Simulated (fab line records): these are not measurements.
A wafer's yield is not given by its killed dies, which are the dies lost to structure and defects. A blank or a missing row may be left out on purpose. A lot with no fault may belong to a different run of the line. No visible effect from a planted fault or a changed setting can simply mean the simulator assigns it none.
Code-filled problem report in 8D (eight disciplines) form ; flow n5_finfet ; the parts of the form that need people (team, actions taken, sign-off) are left out

## 1. THE PROBLEM
At N5_GATE_CUT_ETCH_56, mfc_cl2_sccm averages 30.80 sccm over 9 wafers from 3 lots, while fault-free wafers read 40.00 sccm, standard deviation 0.12. Relative to the usual mean, that is a shift of -77 standard deviations.
The step: etches TiN in Cl2/Ar, target depth 21.6 nm.
First observed at day 7 14:43: wafer L560.2, on rie_metal-02. At this step, 21 wafers from 7 lots have a number in the record. Rule for "out" (also "out of limits"): further than 4 standard deviations from the usual mean. All remaining wafers that have a number are taken as sound.

## 2. WHAT IT IS, AND WHAT IT ISN'T
question;is;is not
which readings at this step;mfc_cl2_sccm, throttle_valve_pct;drypump_motor_current_A, oes_product_au, rf_fwd_power_W
which lots;L560, L561, L562;L551, L553, L566, L567
which wafers of those lots;all that have a number;-
read on which tools;rie_metal-02;rie_metal-01, rie_metal-03
when;from day 7 14:43;"up to then (6 sound wafers); but 6 sound wafers of L566, L567 came after"

## 3. SUSPECTS, AND WHAT RULES EACH OUT
Counting: a tool at any process step up to the reading remains a suspect when it ran all the lots that are out and ran no sound lot after the first of those.
- ald_metal-02 at N5_HKMG_FIN_ALD_21 (deposits TiN, target thk 1.5 nm, pulse time 1 s, purge time 3 s): ruled out as a lasting fault. Sound lots L567 ran on it after its first lot that is out, L560 (day 7 13:19).
- rie_metal-02 at N5_GATE_CUT_ETCH_56 (etches TiN in Cl2/Ar, target depth 21.6 nm): kept. It processed each lot that is out, first L560 at day 7 14:43, and no sound lot thereafter; up to then, the last sound lot it processed was L553 at day 5 19:23. Its own readings are out on those wafers: mfc_cl2_sccm, throttle_valve_pct.
The count leaves rie_metal-02 at N5_GATE_CUT_ETCH_56.

## 4. THE CAUSE (what the simulator had put in)
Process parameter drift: rie_metal-02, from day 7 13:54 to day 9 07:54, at N5_GATE_CUT_ETCH_56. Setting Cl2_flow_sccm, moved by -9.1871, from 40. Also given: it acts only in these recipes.
After counting, this tool was the only one left.

## 5. THE EFFECT CHAIN, in route order
Each row: a reading whose mean over the struck wafers that have a number lies more than 3 standard deviations from the usual. Scope: only readings with a usual standard deviation given in the record; hours: median across lots of the time from each lot's start at the first step in this table that gives one to its start at this step; sigmas: change in usual standard deviations.
hours;step;reading;usual;on struck wafers;change;sigmas
0;N5_GATE_CUT_ETCH_56;mfc_cl2_sccm;40.00 sccm;30.80;-9.20;-77
0;N5_GATE_CUT_ETCH_56;throttle_valve_pct;20.6 %;19.1;-1.5;-4.1
Its process steps:
- N5_GATE_CUT_ETCH_56: etches TiN in Cl2/Ar, target depth 21.6 nm.
Later measuring or inspecting steps at which every struck wafer that the step has a row for has a number for every such reading, and none has moved that far: N5_BEOL_M4_RC_MEAS_101.

## 6. WHAT WOULD HAVE CAUGHT IT SOONER
In this record the first reading out of limits was taken at day 7 14:43, 1 hour after the fault began at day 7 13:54.
